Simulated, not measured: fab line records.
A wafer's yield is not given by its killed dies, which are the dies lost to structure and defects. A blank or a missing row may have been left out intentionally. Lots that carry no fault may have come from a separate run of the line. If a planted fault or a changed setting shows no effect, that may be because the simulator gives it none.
fab line records    flow n5-finfet
record: lots: 7  wafers: 21
route steps=1938 shown ZERO_LAYER@4 WELL_APT@39 FIN_SAQP@100
start-h: hours from the record's opening day to when the first of the lot's shown wafers began    wait-h: time in hours since the lot's previous step    " the same as in the row above    L1.1+2: a row that stands for several wafers    - value missing, or start not given    * or withheld: withheld    < > ~ a bound
route shown NAME@n: NAME is a module with steps in the file, n the number in the route of the first one    usual: average and standard deviation across the fault-free wafers    same: alike in all rows    chamber/n: place in a boat    sites: the reading at each site    _std_site: the values' standard deviation    _edge_site: outer sites' mean less inner sites'    radius-mm: how far each site lies from the wafer's centre    mask NAME#n: copy n    behind: the tool/chamber that last shaped the wafer    hold: cause of the lot's hold/its duration in hours/its outcome    device: which transistor (n, p or np) failed to switch    end of line: tests of these same wafers at the route's end    where a step has no rows: the recipe by itself    killed: not the wafer's yield, but the dies lost to structure and defects at the first sort    map: a wafer's dies, marking killed ones x, the rest . and places with no die _
set.NAME: the setting the step ran with; set.NAME@STEP: the setting that earlier step ran with    model.NAME: the simulator's own value behind a step, which no gauge read
lots run with intentionally changed settings; tables by step, rows by wafer
== steps ==
step: N5_ZERO_LAYER_PECVD_02
recipe: material: SiO2  target-thk-a: 100  temp-c: 400  precursor: SiH4/N2O  pressure-torr: 0.75  rf-w: 275  time-s: 6
lot.wafer  tool      chamber  start-h  wait-h  set.time-s  model.SiO2_of_ZERO_LAYER_PECVD_02.thk-nm
L074.2     pecvd-04  1        12.28    0.0     6           10.01
L074.3     "         2        "        "       6.737       10.93
L074.5     "         2        "        "       6           9.984
L076.1     pecvd-02  2        24.28    0.0     6           9.817
L076.4     "         2        "        "       5.436       9.064
L076.6     "         0        "        "       6           10.14
L077.1     pecvd-02  0        30.28    0.0     6           10.02
L077.3     "         1        "        "       5.771       9.387
L077.5     "         0        "        "       5.771       9.768
L082.2     pecvd-01  2        60.47    0.0     6           9.698
L082.3     "         0        "        "       6           9.949
L082.6     "         2        "        "       6           10.06
L086.1     pecvd-04  0        84.28    0.0     6           10.07
L086.2     "         2        "        "       6.571       10.95
L086.5     "         1        "        "       6.571       10.97
L091.1     pecvd-02  0        114.28   0.0     6           9.905
L091.2     "         2        "        "       6           10.12
L091.6     "         1        "        "       6           9.94
L097.1     pecvd-04  0        150.28   0.0     5.184       8.415
L097.4     "         0        "        "       6           9.918
L097.5     "         2        "        "       6           9.921
step: N5_ZERO_LAYER_COAT_05
recipe: spin-rpm: 1500  resist-thk-nm: 1000
lot.wafer  tool            chamber  start-h  wait-h  set.spin-rpm  model.coat_of_ZERO_LAYER_COAT_05.thk-nm
L074.2     litho-track-05  0        -        -       1389          1040
L074.3     "               0        "        "       1500          1003
L074.5     "               0        "        "       1389          1039
L076.1     litho-track-01  0        -        -       1500          997.9
L076.4     "               0        "        "       1500          998.9
L076.6     "               0        "        "       1500          1004
L077.1     litho-track-05  0        -        -       1500          1002
L077.3     "               0        "        "       1439          1025
L077.5     "               0        "        "       1500          1001
L082.2     litho-track-05  0        -        -       1500          997.2
L082.3     "               0        "        "       1500          1001
L082.6     "               0        "        "       1335          1058
L086.1     litho-track-01  0        -        -       1500          998.8
L086.2     "               0        "        "       1579          974.7
L086.5     "               0        "        "       1500          996.5
L091.1     litho-track-03  0        -        -       1500          1004
L091.2     "               0        "        "       1500          1005
L091.6     "               0        "        "       1500          1003
L097.1+4   litho-track-05  0        -        -       1500          1004
L097.5     "               0        "        "       1404          1035
step: N5_ZERO_LAYER_EBR_07
recipe: solvent: PGMEA  ebr-width-mm: 1.5
step: N5_ZERO_LAYER_SOFTBAKE_06
recipe: temp-c: 100  time-s: 90
step: N5_ZERO_LAYER_ETCH_17
recipe: chemistry: CF4  target: SiO2  target-depth-a: 120  time-s: 13.3  ion-energy-ev: 350  pressure-mtorr: 40  source-w: 450  bias-w: 215  Ar_flow_sccm: 100  cf4-flow-sccm: 100
step: N5_ZERO_LAYER_ETCH_18
recipe: chemistry: HBr/Cl2  target: Si  target-depth-a: 1200  time-s: 40  pressure-mtorr: 10  icp-w: 800  bias-w: 75  HBr_flow_sccm: 150  Cl2_flow_sccm: 80
step: N5_ZERO_LAYER_STRIP_24
recipe: chemistry: O2  power-w: 1000  temp-c: 250  overash-fraction: 0.3  pressure-mtorr: 1000  o2-flow-sccm: 6750
usual: strip-time-to-endpoint-s: 43.88/0.095
lot.wafer  tool             chamber  start-h  wait-h  set.spin-rpm@ZERO_LAYER_COAT_05  strip-time-to-endpoint-s
L074.2     plasma-asher-02  1        13.19    0.1     1389                             45.06
L074.3     "                1        "        "       1500                             43.95
L074.5     "                0        "        "       1389                             45.01
L076.1     plasma-asher-01  1        24.89    0.1     1500                             43.80
L076.4     "                1        "        "       1500                             43.80
L076.6     "                1        "        "       1500                             43.97
L077.1     plasma-asher-02  1        30.89    0.1     1500                             43.89
L077.3     "                0        "        "       1439                             44.58
L077.5     "                0        "        "       1500                             43.87
L082.2     plasma-asher-02  1        61.20    0.1     1500                             43.77
L082.3     "                1        "        "       1500                             43.88
L082.6     "                0        "        "       1335                             45.56
L086.1     plasma-asher-02  1        84.89    0.1     1500                             43.80
L086.2     "                0        "        "       1579                             43.09
L086.5     "                1        "        "       1500                             43.73
L091.1     plasma-asher-02  0        115.02   0.1     1500                             43.98
L091.2     "                1        "        "       1500                             44.02
L091.6     "                0        "        "       1500                             43.96
L097.1     plasma-asher-02  0        151.55   0.1     1500                             43.94
L097.4     "                1        "        "       1500                             43.98
L097.5     "                1        "        "       1404                             44.93
step: N5_WELL_APT_EXPOSE_22
recipe: mask-id: PWELL  na: 0.8  source-shape: conventional  sigma-outer: 0.8  polarization: unpolarized  defocus-nm: 0  target-cd-nm: 200  dose-mj: 23.2
lot.wafer   tool            chamber  start-h  wait-h  mask     set.dose-mj
L074.2      krf-scanner-01  0        15.60    -       PWELL#0  23.2
L074.3+5    "               0        "        "       PWELL#0  21.76
L076.1+4    krf-scanner-01  0        26.53    -       PWELL#0  23.2
L076.6      "               0        "        "       PWELL#0  24.26
L077.1+3    krf-scanner-01  0        32.67    -       PWELL#0  21.56
L077.5      "               0        "        "       PWELL#0  23.2
L082.2+3+6  krf-scanner-02  0        62.96    -       PWELL#0  23.2
L086.1      krf-scanner-01  0        86.63    -       PWELL#0  23.64
L086.2+5    "               0        "        "       PWELL#0  23.2
L091.1+2+6  krf-scanner-02  0        116.90   -       PWELL#0  23.2
L097.1      krf-scanner-01  0        153.29   -       PWELL#0  24.73
L097.4+5    "               0        "        "       PWELL#0  23.2
step: N5_WELL_APT_PEB_23
recipe: peb-temp-c: 130  peb-time-s: 90
step: N5_WELL_APT_DEVELOP_24
recipe: develop-time-s: 45  rinse-liquid: surfactant-rinse  dry: air-spin  dev-temp-c: 21
step: N5_WELL_APT_HARDBAKE_29
recipe: temp-c: 130  time-s: 120
step: N5_WELL_APT_CD_MEAS_25
recipe: target-cd-nm: 200  landing-energy-ev: 500  detector: se-inlens
usual: cd-nm: 200.8/2
lot.wafer  tool       chamber  start-h  wait-h  set.dose-mj@WELL_APT_EXPOSE_22  cd-nm
L074.2     cd-sem-03  0        15.77    -       23.2                            198.3
L074.3     "          0        "        "       21.76                           189.7
L074.5     "          0        "        "       21.76                           188.2
L076.1     cd-sem-03  0        26.70    -       23.2                            199.9
L076.4     "          0        "        "       23.2                            200.2
L076.6     "          0        "        "       24.26                           206.2
L077.1     cd-sem-01  0        32.84    -       21.56                           188.4
L077.3     "          0        "        "       21.56                           186.9
L077.5     "          0        "        "       23.2                            202.0
L082.2     cd-sem-02  0        63.12    -       23.2                            199.7
L082.3     "          0        "        "       23.2                            200.4
L082.6     "          0        "        "       23.2                            198.1
L086.1     cd-sem-01  0        86.80    -       23.64                           205.2
L086.2     "          0        "        "       23.2                            197.8
L086.5     "          0        "        "       23.2                            201.8
L091.1     cd-sem-01  0        117.08   -       23.2                            197.3
L091.2     "          0        "        "       23.2                            199.3
L091.6     "          0        "        "       23.2                            199.1
L097.1     cd-sem-03  0        153.46   -       24.73                           210.4
L097.4     "          0        "        "       23.2                            198.8
L097.5     "          0        "        "       23.2                            201.5
step: N5_WELL_APT_DESCUM_30
recipe: chemistry: O2  time-s: 7.9  source-power-w: 50  bias-power-w: 20  pressure-mtorr: 20  rf-frequency-hz: 2.712e+07  temp-c: 40  o2-flow-sccm: 225
lot.wafer  tool         chamber  start-h  wait-h  set.time-s  set.dose-mj@WELL_APT_EXPOSE_22  model.WELL_APT.cd-nm
L074.2     rie-diel-04  0        16.86    1.0     7.9         23.2                            198.2
L074.3     "            3        "        "       7.9         21.76                           189.6
L074.5     "            3        "        "       7.9         21.76                           188.4
L076.1     rie-diel-05  1        26.79    0.0     7.9         23.2                            199.9
L076.4     "            3        "        "       6.68        23.2                            200
L076.6     "            1        "        "       6.68        24.26                           206.6
L077.1     rie-diel-06  0        33.14    0.2     7.122       21.56                           188.2
L077.3     "            1        "        "       7.9         21.56                           187.1
L077.5     "            1        "        "       7.9         23.2                            202.1
L082.2     rie-diel-05  3        63.21    0.0     9.226       23.2                            199.6
L082.3     "            2        "        "       7.9         23.2                            200.5
L082.6     "            1        "        "       9.226       23.2                            198.4
L086.1     rie-diel-06  2        87.15    0.3     7.9         23.64                           204.9
L086.2     "            3        "        "       7.9         23.2                            197.7
L086.5     "            0        "        "       7.9         23.2                            201.8
L091.1     rie-diel-06  2        117.16   0.0     7.9         23.2                            197.1
L091.2     "            0        "        "       7.9         23.2                            199.5
L091.6     "            0        "        "       7.9         23.2                            199
L097.1     rie-diel-04  3        153.55   0.0     7.9         24.73                           210.6
L097.4     "            1        "        "       7.9         23.2                            198.8
L097.5     "            2        "        "       7.9         23.2                            201.3
step: N5_FIN_SAQP_PECVD_06
recipe: material: a-Si  target-thk-a: 600  temp-c: 400  precursor: SiH4/He  pressure-torr: 3  rf-w: 100  time-s: 48.1
lot.wafer  tool      chamber  start-h  wait-h  set.time-s  model.a-Si_of_FIN_SAQP_PECVD_06.thk-nm
L074.2     pecvd-01  1        22.99    0.0     50.38       62.09
L074.3     "         2        "        "       48.1        59.88
L074.5     "         0        "        "       48.1        61.17
L076.1     pecvd-01  2        32.73    0.0     53.79       66.93
L076.4     "         0        "        "       48.1        61.19
L076.6     "         2        "        "       48.1        60.44
L077.1     pecvd-04  0        39.42    0.0     44.55       54.52
L077.3     "         2        "        "       44.55       54.34
L077.5     "         1        "        "       48.1        60.51
L082.2     pecvd-03  1        69.17    0.0     48.1        59.35
L082.3     "         0        "        "       45.8        56.03
L082.6     "         2        "        "       45.8        58.2
L086.1     pecvd-01  1        93.55    0.0     48.1        57.71
L086.2     "         0        "        "       48.1        58.99
L086.5     "         2        "        "       48.1        60.58
L091.1     pecvd-03  0        123.20   0.0     48.1        60.98
L091.2     "         1        "        "       48.1        59.91
L091.6     "         1        "        "       48.1        60.7
L097.1     pecvd-04  0        159.35   0.0     53.69       66.87
L097.4     "         1        "        "       48.1        60.27
L097.5     "         2        "        "       53.69       67.89
step: N5_FIN_SAQP_THK_MEAS_07
usual: thk-nm: 60.1/0.85
lot.wafer  tool           chamber  start-h  wait-h  set.time-s@FIN_SAQP_PECVD_06  thk-nm
L074.2     film-metro-02  -        23.08    0.1     50.38                         62.1
L074.3     "              -        "        "       48.1                          59.9
L074.5     "              -        "        "       48.1                          61.2
L076.1     film-metro-02  -        32.82    0.1     53.79                         66.9
L076.4     "              -        "        "       48.1                          61.2
L076.6     "              -        "        "       48.1                          60.4
L077.1     film-metro-01  -        39.51    0.1     44.55                         54.5
L077.3     "              -        "        "       44.55                         54.3
L077.5     "              -        "        "       48.1                          60.5
L082.2     film-metro-02  -        69.26    0.1     48.1                          59.3
L082.3     "              -        "        "       45.8                          56.0
L082.6     "              -        "        "       45.8                          58.2
L086.1     film-metro-02  -        93.64    0.1     48.1                          57.7
L086.2     "              -        "        "       48.1                          59.0
L086.5     "              -        "        "       48.1                          60.6
L091.1     film-metro-01  -        123.28   0.1     48.1                          60.9
L091.2     "              -        "        "       48.1                          59.9
L091.6     "              -        "        "       48.1                          60.6
L097.1     film-metro-01  -        159.44   0.1     53.69                         66.8
L097.4     "              -        "        "       48.1                          60.2
L097.5     "              -        "        "       53.69                         67.9
step: N5_FIN_SAQP_PEB_14
recipe: peb-temp-c: withheld  peb-time-s: 60  resist: CAR-ArF
lot.wafer   tool            chamber  start-h  wait-h  set.peb-time-s
L074.2+3    litho-track-01  0        23.40    0.0     60
L074.5      "               0        "        "       55.29
L076.1+4    litho-track-02  0        33.11    0.1     49.66
L076.6      "               0        "        "       60
L077.1+3    litho-track-01  0        39.95    0.1     60
L077.5      "               0        "        "       64.53
L082.2      litho-track-05  0        69.55    0.0     60
L082.3+6    "               0        "        "       48.58
L086.1+2+5  litho-track-05  0        94.05    0.1     60
L091.1+2+6  litho-track-01  0        123.70   0.1     60
L097.1+5    litho-track-01  0        159.73   0.1     56.09
L097.4      "               0        "        "       60
step: N5_FIN_SAQP_DEVELOP_15
recipe: develop-time-s: 30  developer: TMAH  resist: CAR-ArF  dev-temp-c: 23  rinse-liquid: diw  dry: air-spin
step: N5_FIN_SAQP_CD_MEAS_16
recipe: target-cd-nm: 35.6  landing-energy-ev: 500  detector: se-inlens
usual: cd-nm: 35.62/0.3
lot.wafer  tool       chamber  start-h  wait-h  set.peb-time-s@FIN_SAQP_PEB_14  cd-nm
L074.2     cd-sem-02  0        23.46    -       60                              35.75
L074.3     "          0        "        "       60                              35.84
L074.5     "          0        "        "       55.29                           36.65
L076.1     cd-sem-02  0        33.18    -       49.66                           38.42
L076.4     "          0        "        "       49.66                           38.47
L076.6     "          0        "        "       60                              36.09
L077.1     cd-sem-01  0        40.02    -       60                              35.32
L077.3     "          0        "        "       60                              35.37
L077.5     "          0        "        "       64.53                           34.19
L082.2     cd-sem-02  0        69.62    -       60                              35.31
L082.3     "          0        "        "       48.58                           38.58
L082.6     "          0        "        "       48.58                           38.81
L086.1     cd-sem-02  0        94.12    -       60                              35.57
L086.2     "          0        "        "       60                              36.07
L086.5     "          0        "        "       60                              36.19
L091.1     cd-sem-03  0        123.77   -       60                              35.45
L091.2     "          0        "        "       60                              35.76
L091.6     "          0        "        "       60                              35.80
L097.1     cd-sem-02  0        159.80   -       56.09                           36.70
L097.4     "          0        "        "       60                              35.99
L097.5     "          0        "        "       56.09                           36.40
step: N5_FIN_SAQP_ETCH_52
recipe: chemistry: N2/H2  target: SOC  target-depth-a: 1000  overetch-a: 200  mask-material: SiARC  temp-c: 40  time-s: 150  ion-energy-ev: 200  pressure-mtorr: 30  source-w: 840  bias-w: 150  n2-flow-sccm: 200  h2-flow-sccm: 200  ends: end-point
step: N5_FIN_SAQP_STRIP_53
recipe: chemistry: N2/H2  temp-c: 40  n2-flow-sccm: 200  h2-flow-sccm: 200  rf-frequency-hz: 6e+07
step: N5_FIN_SAQP_HM_OPEN_73
recipe: chemistry: CHF3/O2  target: SiO2  stop-on: a-Si  target-depth-a: 120  over-etch-frac: 1.8  mask-material: SOC  time-s: 16.8  pressure-mtorr: 30  source-w: 650  bias-w: 170  Ar_flow_sccm: 200  CHF3_flow_sccm: 50  O2_flow_sccm: 5  ion-energy-ev: 200  ends: end-point
lot.wafer  tool         chamber  start-h  wait-h  set.time-s@FIN_SAQP_PECVD_06  model.a-Si_of_FIN_SAQP_PECVD_06.thk-nm
L074.2     rie-diel-05  1        24.16    0.0     50.38                         62
L074.3     "            2        "        "       48.1                          59.8
L074.5     "            1        "        "       48.1                          61.08
L076.1     rie-diel-05  0        33.49    0.0     53.79                         66.93
L076.4     "            3        "        "       48.1                          61
L076.6     "            3        "        "       48.1                          60.25
L077.1     rie-diel-06  3        41.06    0.0     44.55                         54.51
L077.3     "            1        "        "       44.55                         54.31
L077.5     "            3        "        "       48.1                          60.5
L082.2     rie-diel-06  3        69.91    0.0     48.1                          59.34
L082.3     "            0        "        "       45.8                          56.03
L082.6     "            2        "        "       45.8                          58.15
L086.1     rie-diel-06  1        94.42    0.0     48.1                          57.69
L086.2     "            3        "        "       48.1                          58.98
L086.5     "            1        "        "       48.1                          60.56
L091.1     rie-diel-06  1        124.06   0.0     48.1                          60.95
L091.2     "            0        "        "       48.1                          59.91
L091.6     "            0        "        "       48.1                          60.7
L097.1     rie-diel-04  0        160.09   0.0     53.69                         66.87
L097.4     "            2        "        "       48.1                          60.27
L097.5     "            0        "        "       53.69                         67.89
step: N5_FIN_SAQP_STRIP_74
recipe: chemistry: CHF3/O2  resist: SiARC  rf-frequency-hz: 6e+07
step: N5_FIN_SAQP_MANDREL_ETCH_22
recipe: target-depth-a: 600  chemistry: HBr/Cl2  target: a-Si  stop-on: SiNx  bt-time-s: 10  over-etch-frac: 0.5  time-s: 30  pressure-mtorr: 10  icp-w: 800  bias-w: 75  HBr_flow_sccm: 150  Cl2_flow_sccm: 80  ends: end-point
lot.wafer  tool       chamber  start-h  wait-h  set.time-s@FIN_SAQP_PECVD_06  model.etch.depth-nm
L074.2     rie-si-06  2        24.25    0.0     50.38                         62
L074.3     "          3        "        "       48.1                          59.8
L074.5     "          1        "        "       48.1                          61.08
L076.1     rie-si-06  2        33.58    0.0     53.79                         66.93
L076.4     "          3        "        "       48.1                          61
L076.6     "          0        "        "       48.1                          60.25
L077.1     rie-si-03  0        41.14    0.0     44.55                         54.51
L077.3     "          1        "        "       44.55                         54.31
L077.5     "          0        "        "       48.1                          60.5
L082.2     rie-si-03  0        69.99    0.0     48.1                          59.34
L082.3     "          2        "        "       45.8                          56.03
L082.6     "          0        "        "       45.8                          58.15
L086.1     rie-si-06  1        94.50    0.0     48.1                          57.69
L086.2     "          3        "        "       48.1                          58.98
L086.5     "          0        "        "       48.1                          60.56
L091.1     rie-si-05  2        124.15   0.0     48.1                          60.95
L091.2     "          1        "        "       48.1                          59.91
L091.6     "          3        "        "       48.1                          60.7
L097.1     rie-si-03  1        160.18   0.0     53.69                         66.87
L097.4     "          2        "        "       48.1                          60.27
L097.5     "          2        "        "       53.69                         67.89
== key ==
split: step: N5_ZERO_LAYER_PECVD_02  setting: time-s  stated: 6  by: wafer
response: step: N5_ZERO_LAYER_PECVD_02  reading: model.SiO2_of_ZERO_LAYER_PECVD_02.thk-nm  change: +0.0956  per: 1%  r: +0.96
split: step: N5_ZERO_LAYER_COAT_05  setting: spin-rpm  stated: 1500  by: wafer
response: step: N5_ZERO_LAYER_COAT_05  reading: model.coat_of_ZERO_LAYER_COAT_05.thk-nm  change: -5.07  per: 1%  r: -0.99
response: step: N5_ZERO_LAYER_STRIP_24  reading: strip-time-to-endpoint-s  change: *  per: 1%  r: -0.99
split: step: N5_WELL_APT_EXPOSE_22  setting: dose-mj  stated: 23.2  by: wafer
response: step: N5_WELL_APT_CD_MEAS_25  reading: cd-nm  change: +1.7  per: 1%  r: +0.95
response: step: N5_WELL_APT_DESCUM_30  reading: model.WELL_APT.cd-nm  change: +1.72  per: 1%  r: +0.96
split: step: N5_WELL_APT_DESCUM_30  setting: time-s  stated: 7.9  by: wafer
response none clear
split: step: N5_FIN_SAQP_PECVD_06  setting: time-s  stated: 48.1  by: wafer
response: step: N5_FIN_SAQP_PECVD_06  reading: model.a-Si_of_FIN_SAQP_PECVD_06.thk-nm  change: +0.581  per: 1%  r: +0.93
response: step: N5_FIN_SAQP_THK_MEAS_07  reading: thk-nm  change: *  per: 1%  r: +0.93
response: step: N5_FIN_SAQP_HM_OPEN_73  reading: model.a-Si_of_FIN_SAQP_PECVD_06.thk-nm  change: +0.587  per: 1%  r: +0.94
response: step: N5_FIN_SAQP_MANDREL_ETCH_22  reading: model.etch.depth-nm  change: +0.587  per: 1%  r: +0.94
split: step: N5_FIN_SAQP_PEB_14  setting: peb-time-s  stated: 60  by: wafer
response: step: N5_FIN_SAQP_CD_MEAS_16  reading: cd-nm  change: -0.151  per: 1%  r: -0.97
